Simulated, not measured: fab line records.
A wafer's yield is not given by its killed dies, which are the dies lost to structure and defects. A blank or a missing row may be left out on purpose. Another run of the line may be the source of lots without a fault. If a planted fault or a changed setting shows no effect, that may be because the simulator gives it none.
fab line records | flow n5-finfet
record lots=10 wafers=30 last-day=18
route steps=1938 shown BEOL_M5@1192 BEOL_M6@1195
lots with no fault: from the same line, run without faults
start-h: hours from the record's opening day to when the first of the lot's shown wafers began | wait-h: hours from the lot's prior step to this one | " identical to the entry in the row above | L1.1+2: several wafers, shown together as one row | - no value, or no start given | * or withheld: withheld | < > ~ a bound
route shown NAME@n: a module of which the file shows steps, and the number in the route of the first | usual: the fault-free wafers' mean and standard deviation | same: alike in all rows | chamber/n: place in a boat | sites: per-site readings | _std_site: their standard deviation | _edge_site: inner sites' mean taken away from outer sites' mean | radius-mm: how far each site lies from the wafer's centre | mask NAME#n: copy n | behind: tool/chamber where the wafer was last shaped | hold: why the lot was held/for how many hours/how that ended | device: the transistor (n, p or np) that didn't switch | end of line: the route-end tests of the same wafers | where a step has no rows: the recipe by itself | killed: count of dies lost to structure and defects at first sort (not the wafer's yield) | map: a wafer's dies, x killed, . not, _ none there
set.NAME: the setting as run; set.NAME@STEP: as run at that earlier step | model.NAME: the simulator's own value behind a step, which no gauge read
steps of the route over a sample of lots; a table a step, a row a wafer
services: when a tool's chamber went out of use (start-h, in hours from the record's first day, below 0 if earlier), for how many hours, and the reason
## steps
# step N5_BEOL_M5_RS_MEAS_57
# recipe thk-meas-gauge=four-point-probe reads=Co_of_BEOL_M5_CO_CAP_78+Cu_of_BEOL_M5_ECD_50+Co_of_BEOL_M5_CVD_47+TaN_of_BEOL_M5_ALD_86
# usual M5_RS=0.387/0.01
# columns lot.wafer tool chamber start-h wait-h M5_RS[ohm/sq]
L210.2 film-metro-01 - 210.70 0.1 0.374
L210.4 " - " " 0.386
L210.6 " - " " 0.383
L211.3 film-metro-01 - 212.37 0.1 0.381
L211.4 " - " " 0.385
L211.5 " - " " 0.379
L219.3 film-metro-01 - 254.54 0.1 0.386
L219.4 " - " " 0.390
L219.5 " - " " 0.385
L220.3 film-metro-02 - 272.71 0.1 0.400
L220.5 " - " " 0.402
L220.6 " - " " 0.390
L221.2 film-metro-02 - 281.19 0.1 0.378
L221.3 " - " " 0.380
L221.6 " - " " 0.385
L224.2 film-metro-01 - 289.29 0.1 0.381
L224.3 " - " " 0.392
L224.6 " - " " 0.367
L226.1 film-metro-02 - 314.46 0.0 0.388
L226.3 " - " " 0.378
L226.5 " - " " 0.401
L228.2 film-metro-02 - 323.32 0.1 0.368
L228.4 " - " " 0.378
L228.6 " - " " 0.381
L230.4 film-metro-02 - 323.44 0.0 0.391
L230.5 " - " " 0.395
L230.6 " - " " 0.407
L229.2 film-metro-02 - 333.70 0.1 0.384
L229.3 " - " " 0.400
L229.5 " - " " 0.387
# step N5_BEOL_M6_CURE_74
# recipe temp-c=385 time-s=240 ambient=He/Ar material=SiCOH_lowk
# usual lamp-power-pct=52.32/0.053 wafer_temp_C_max=387.3/0.86
# columns lot.wafer tool chamber start-h wait-h lamp-power-pct wafer_temp_C_max
L210.2 uv-cure-02 1 210.91 0.1 52.29 387.3
L210.4 " 1 " " 52.24 387.0
L210.6 " 1 " " 52.34 386.4
L211.3 uv-cure-02 2 212.68 0.2 52.33 386.2
L211.4 " 2 " " 52.37 386.4
L211.5 " 2 " " 52.32 386.1
L219.3 uv-cure-03 1 254.98 0.4 52.33 386.1
L219.4 " 1 " " 52.40 386.3
L219.5 " 1 " " 52.32 386.1
L220.3 uv-cure-03 0 273.15 0.4 52.37 386.2
L220.5 " 0 " " 52.28 387.0
L220.6 " 0 " " 52.30 386.1
L221.2 uv-cure-01 1 281.39 0.1 52.30 387.4
L221.3 " 1 " " 52.40 386.3
L221.6 " 1 " " 52.27 386.6
L224.2 uv-cure-02 2 289.50 0.1 52.37 386.1
L224.3 " 2 " " 52.31 386.8
L224.6 " 2 " " 52.40 386.6
L226.1 uv-cure-03 2 314.58 0.0 52.35 387.4
L226.3 " 2 " " 52.29 387.0
L226.5 " 2 " " 52.39 387.2
L228.2 uv-cure-03 2 323.53 0.1 52.27 387.2
L228.4 " 2 " " 52.30 386.9
L228.6 " 2 " " 52.32 386.3
L230.4 uv-cure-01 2 323.80 0.3 52.35 387.4
L230.5 " 2 " " 52.15 388.6
L230.6 " 2 " " 52.37 389.2
L229.2 uv-cure-01 0 333.99 0.2 52.34 386.7
L229.3 " 0 " " 52.28 387.2
L229.5 " 0 " " 52.27 387.0
# step N5_BEOL_M6_THK_MEAS_01
# recipe reads=SiCOH_lowk_of_BEOL_M6_ILD_DEP_00
# usual M6_ILD_THK=155.3/1.9
# columns lot.wafer tool chamber start-h wait-h M6_ILD_THK[nm]
L210.2 film-metro-02 - 211.34 0.4 156.2
L210.4 " - " " 157.3
L210.6 " - " " 157.4
L211.3 film-metro-01 - 213.03 0.3 157.2
L211.4 " - " " 154.9
L211.5 " - " " 156.1
L219.3 film-metro-01 - 255.66 0.5 154.6
L219.4 " - " " 155.9
L219.5 " - " " 157.2
L220.3 film-metro-01 - 273.83 0.5 151.8
L220.5 " - " " 157.6
L220.6 " - " " 155.3
L221.2 film-metro-01 - 281.83 0.4 154.5
L221.3 " - " " 154.6
L221.6 " - " " 157.7
L224.2 film-metro-01 - 289.93 0.4 152.5
L224.3 " - " " 153.7
L224.6 " - " " 155.9
L226.1 film-metro-01 - 315.10 0.4 151.9
L226.3 " - " " 153.4
L226.5 " - " " 156.1
L228.2 film-metro-01 - 323.96 0.4 151.4
L228.4 " - " " 156.3
L228.6 " - " " 156.3
L230.4 film-metro-01 - 324.08 0.2 155.0
L230.5 " - " " 154.5
L230.6 " - " " 155.5
L229.2 film-metro-01 - 334.82 0.7 154.6
L229.3 " - " " 153.1
L229.5 " - " " 156.6
# step N5_BEOL_M6_COAT_71
# recipe resist=underlayer temp-c=205 time-s=60 spin-rpm=1500 resist-thk-nm=5
# usual plate-temp-C=204.98/0.19 spin-speed-rpm=1499.9/1.2
# columns lot.wafer tool chamber start-h wait-h plate-temp-C spin-speed-rpm
L210.2 litho-track-05 0 213.70 - 205.29 1501.1
L210.4 " 0 " " 204.97 1497.8
L210.6 " 0 " " 205.00 1497.6
L211.3 litho-track-02 0 216.24 - 204.89 1500.1
L211.4 " 0 " " 204.93 1500.3
L211.5 " 0 " " 205.20 1499.0
L219.3 litho-track-05 0 257.32 - 205.28 1502.1
L219.4 " 0 " " 205.10 1500.0
L219.5 " 0 " " 205.07 1501.4
L220.3 litho-track-05 0 275.23 - 204.84 1629.6
L220.5 " 0 " " 204.85 1632.6
L220.6 " 0 " " 204.91 1630.2
L221.2 litho-track-05 0 284.64 - 205.11 1631.8
L221.3 " 0 " " 204.97 1629.4
L221.6 " 0 " " 204.91 1627.8
L224.2 litho-track-02 0 292.44 - 204.69 1500.6
L224.3 " 0 " " 204.85 1499.5
L224.6 " 0 " " 204.88 1501.2
L226.1 litho-track-02 0 321.71 - 205.03 1497.9
L226.3 " 0 " " 204.94 1499.8
L226.5 " 0 " " 204.86 1499.9
L228.2 litho-track-02 0 325.73 - 205.34 1502.8
L228.4 " 0 " " 205.05 1501.9
L228.6 " 0 " " 205.06 1500.4
L230.4 litho-track-02 0 327.15 - 204.91 1498.8
L230.5 " 0 " " 204.95 1498.8
L230.6 " 0 " " 205.12 1498.6
L229.2 litho-track-02 0 337.92 - 205.26 1498.9
L229.3 " 0 " " 205.21 1499.8
L229.5 " 0 " " 205.09 1499.1
# step N5_BEOL_M6_ETCH_72
# recipe chemistry=N2/H2 target=underlayer target-depth-a=65 mask-material=CAR-EUV time-s=5.2 ion-energy-ev=200 pressure-mtorr=30 source-w=840 bias-w=150 n2-flow-sccm=200 h2-flow-sccm=200 ends=cleared
# usual drypump-motor-current-A=5.7/0.51 etch-rf-on-time-s=5.18/0.079 oes-product-au=0.68/0.092 rf-vpp-V=523.3/2.6 showerhead-plenum-p-Torr=2.52/0.084 throttle-valve-pct=17.94/0.21
# columns lot.wafer tool chamber start-h wait-h drypump-motor-current-A etch-rf-on-time-s oes-product-au rf-hours-counter-h rf-vpp-V showerhead-plenum-p-Torr throttle-valve-pct
L210.2 rie-diel-05 0 214.43 0.0 5.6 5.32 0.58 236 525.6 2.51 18.09
L210.4 " 1 " " 5.2 5.15 0.72 78 520.1 2.47 17.79
L210.6 " 1 " " 5.2 5.18 0.72 - 521.5 2.47 17.82
L211.3 rie-diel-01 2 216.99 0.0 5.1 5.30 0.61 189 524.1 2.53 18.04
L211.4 " 1 " " 5.2 5.17 0.65 152 520.7 2.44 18.39
L211.5 " 0 " " 6.3 5.32 0.61 - 522.7 2.51 18.08
L219.3 rie-diel-02 1 258.00 0.0 5.8 5.15 0.68 107 526.0 2.67 18.13
L219.4 " 2 " " 6.7 5.01 0.84 4 526.5 2.60 17.80
L219.5 " 1 " " 5.8 5.16 0.69 - 524.3 2.67 18.15
L220.3 rie-diel-05 2 275.65 0.0 5.1 4.92 0.60 217 521.3 2.41 17.65
L220.5 " 2 " " 5.1 4.92 0.59 - 517.4 2.41 17.68
L220.6 " 3 " " 5.9 4.91 0.60 - 520.0 2.42 17.97
L221.2 rie-diel-05 0 285.06 0.0 5.7 4.92 0.83 3 524.0 2.50 17.75
L221.3 " 1 " " 5.2 4.95 0.69 104 521.6 2.46 17.85
L221.6 " 2 " " 5.1 5.06 0.60 - 522.0 2.41 17.65
L224.2 rie-diel-01 3 292.91 0.0 5.7 5.24 0.61 213 527.2 2.63 18.09
L224.3 " 1 " " 5.2 5.22 0.62 177 520.2 2.43 18.42
L224.6 " 2 " " 5.1 5.32 0.60 - 520.9 2.52 18.05
L226.1 rie-diel-05 2 322.25 0.0 5.1 5.30 0.58 232 521.5 2.40 17.67
L226.3 " 3 " " 5.9 5.24 0.57 232 519.0 2.41 18.01
L226.5 " 0 " " 5.6 5.15 0.80 - 524.1 2.49 17.74
L228.2 rie-diel-01 2 326.16 0.0 5.1 5.27 0.59 227 521.6 2.52 18.10
L228.4 " 3 " " 5.8 5.30 0.61 222 526.5 2.63 18.09
L228.6 " 0 " " 6.3 5.25 0.58 - 522.8 2.49 18.13
L230.4 rie-diel-02 1 327.57 0.0 5.8 5.24 0.66 131 526.4 2.66 18.18
L230.5 " 3 " " 5.4 5.16 0.74 - 526.1 2.59 17.75
L230.6 " 2 " " 6.7 5.05 0.78 - 525.4 2.59 17.85
L229.2 rie-diel-05 1 338.37 0.0 5.3 5.27 0.66 124 522.1 2.45 17.89
L229.3 " 2 " " 5.1 5.24 0.58 237 519.4 2.40 17.70
L229.5 " 3 " " 5.9 5.19 0.58 - 520.9 2.41 18.02
## services
# columns tool chamber start-h hours kind
rie-diel-02 3 191.84 - clean
rie-diel-02 3 191.84 - consumable-replace:focus-ring
rie-diel-02 3 191.84 25.8 scheduled-down
rie-diel-02 3 191.84 25.8 vent-cycle
uv-cure-01 - 217.50 4.4 repair
rie-diel-02 2 217.75 - clean
rie-diel-02 2 217.75 - consumable-replace:focus-ring
rie-diel-02 2 217.75 25.7 scheduled-down
rie-diel-02 - 226.47 0.7 repair
rie-diel-02 1 237.00 5.9 repair
uv-cure-03 - 249.72 1.2 repair
rie-diel-05 0 251.31 - clean
rie-diel-05 0 251.31 - consumable-replace:focus-ring
rie-diel-05 0 251.31 19.1 scheduled-down
rie-diel-05 0 251.31 19.1 vent-cycle
uv-cure-02 - 259.75 6.0 pm
uv-cure-02 - 265.75 1.0 pm
uv-cure-02 - 299.32 24.9 pm
rie-diel-01 3 303.84 3.5 repair
rie-diel-01 0 328.81 - clean
rie-diel-01 0 328.81 - consumable-replace:focus-ring
rie-diel-01 0 328.81 18.1 scheduled-down
rie-diel-01 0 328.81 18.1 vent-cycle
litho-track-05 - 330.26 - consumable-replace:filter
## key
first-sign step=N5_BEOL_M6_COAT_71 reading=spin-speed-rpm direction=up sigmas=99+ usual=* struck=*
effect step=N5_BEOL_M6_ETCH_72 reading=etch-rf-on-time-s direction=down sigmas=2.9 usual=* struck=*
met-at N5_BEOL_M6_COAT_71
struck-lots L220,L221
not-acting-at N5_BEOL_M5_RS_MEAS_57,N5_BEOL_M6_CURE_74,N5_BEOL_M6_THK_MEAS_01
onset-between 257.32 275.23
fault kind=process-parameter-drift tool=litho-track-05 chamber=- onset-h=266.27 steps=N5_BEOL_M6_COAT_71 channel=spin-rpm offset=* shape=step end-h=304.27 acts-in=* stated=*
